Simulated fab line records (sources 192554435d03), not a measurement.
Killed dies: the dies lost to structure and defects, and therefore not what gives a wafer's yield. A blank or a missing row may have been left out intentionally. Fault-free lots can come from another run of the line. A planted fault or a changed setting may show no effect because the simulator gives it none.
A lot that was struck, set against a sound lot ; flow n5Finfet ; 16 out of 1938 route steps
Sound: the wafers L540.3, L540.4, L540.6. Struck: wafers L547.2, L547.4, L547.6. At the end, the cause is stated.
Per side, at each step with rows, come the tool, then ch with its chambers, and then its first start. Under that, the readings that differ: sound wafers ; struck wafers ; difference of the means ; sigmas: that difference in standard deviations of wafers without a fault.
alike: words and numbers the same on both sides, and readings whose means are apart by under 2 such deviations; not compared: readings that were withheld, readings missing a value for some wafer, numbers with overlapping values and no deviation given by the record, and bounds like >300 which may hide the same value.
The two part at a step that has a row with sigmas, a row that says differs or no value, or rows on one side only. Numbers that have no deviation but don't overlap get no sigmas and don't part them. A reading missing from all wafers of one side parts the sides only when that side holds two or more wafers.

first, 5 steps without rows for these wafers: N5_BEOL_M0_CUTY_EBR_52; N5_BEOL_M0_CUTY_SOFTBAKE_53 (time 60 s); N5_BEOL_M0_CUTY_EXPOSE_54 (exposes mask M0 ABLK); N5_BEOL_M0_CUTY_PEB_55 (peb time 60 s); N5_BEOL_M0_CUTY_DEVELOP_56 (develop time 30 s).
N5_BEOL_M0_CUTY_CD_MEAS_57 targets a cd of 200 nm.
  sound on cdSem-03 ch 0, day 6 02:15; struck on cdSem-01 ch 0, day 8 04:34
  alike: cdNm
N5_BEOL_M0_CUTY_OVL_MEAS_58:
  sound on overlay-02 ch 0, day 6 02:16; struck on overlay-02 ch 0, day 8 04:36
reading;sound;struck;difference;sigmas
M0_ABLK_OVL (nm);-2.0 -0.7 -0.5;0.6 0.3 1.0;+1.7;+2
N5_BEOL_M0_CUTY_INSPECT_59: inspects for defects (macro).
  sound: defectInspect-01 at day 6 02:18; struck: defectInspect-01 at day 8 04:37
  alike: rawDefectCount
N5_BEOL_M0_CUTY_DESCUM_61: chemistry O2, time 7.9 s.
  sound on rieDiel-06 ch 0,1,2, day 6 03:25; struck on rieDiel-03 ch 0,2, day 8 05:16
  alike: drypumpMotorCurrentA, oesProductAu, rfVppV, showerheadPlenumPTorr, throttleValvePct
  not compared: rfHoursCounterH
N5_BEOL_M0_CUTY_ETCH_62: etches SiARC in CF4, time 58.5 s.
  sound on rieDiel-06 ch 0,1,2, day 6 03:26; struck on rieDiel-03 ch 0,2, day 8 05:19
  alike: cf4FlowSccm, drypumpMotorCurrentA, etchRfOnTimeS, oesProductAu, rfVppV, showerheadPlenumPTorr, throttleValvePct
  not compared: rfHoursCounterH
N5_BEOL_M0_CUTY_ETCH_63: etches SOC in N2/H2, target depth 82.7 nm, overetch 16.5 nm, time 124 s.
  sound on rieDiel-06 ch 0,1,2, day 6 03:29; struck on rieDiel-03 ch 0,2, day 8 05:21
  alike: drypumpMotorCurrentA, h2FlowSccm, oesProductAu, rfVppV, showerheadPlenumPTorr, throttleValvePct
  not compared: rfHoursCounterH
then, 1 step without rows for these wafers: N5_BEOL_M0_CUTY_STRIP_64 (strips in N2/H2).
N5_BEOL_M0_ETCH_138: etches SiCN in CH3F/O2, target depth 12 nm, time 31.6 s.
  sound on rieDiel-06 ch 0,1,2, day 6 03:37; struck on rieDiel-03 ch 0,2, day 8 05:29
reading;sound;struck;difference;sigmas
etchRfOnTimeS (s);27.7 29.9 29.5;17.5 17.5 17.8;-11.4;-17
  alike: CH3F_flow_sccm, drypumpMotorCurrentA, oesProductAu, rfVppV, showerheadPlenumPTorr, throttleValvePct
  not compared: rfHoursCounterH
N5_BEOL_M0_HM_OPEN_105: chemistry Cl2/BCl3, target TiN, target depth 12 nm.
  sound on rieMetal-01 ch 0,1, day 6 04:13; struck on rieMetal-02 ch 0,1, day 8 05:47
  alike: drypumpMotorCurrentA, oesProductAu, throttleValvePct
  not compared: rfHoursCounterH
-- record jumps: 2 days separate the struck wafers' starts on either side; left off in module BEOL_M0, taken up again in module BEOL_M4, whose first shown step is the route's number 1111 --
N5_BEOL_M4_RC_MEAS_101:
  sound on prober-01 ch 0, day 8 16:16; struck on prober-02 ch 0, day 10 15:41
  alike: DIBL_N, DIBL_P, IOFF_N, IOFF_P, ION_N, ION_P, SS_N, SS_P, VT_N, VT_P
after that, 1 step had no rows for these wafers: N5_PASSIVATION_PROBE_49.

== WHERE THEY PART ==
Earliest at N5_BEOL_M0_CUTY_OVL_MEAS_58; latest, in this record, at N5_BEOL_M0_ETCH_138. Later steps at which nothing parts them and some readings are alike: N5_BEOL_M0_HM_OPEN_105, N5_BEOL_M4_RC_MEAS_101.

WHY: whatever the simulator had introduced
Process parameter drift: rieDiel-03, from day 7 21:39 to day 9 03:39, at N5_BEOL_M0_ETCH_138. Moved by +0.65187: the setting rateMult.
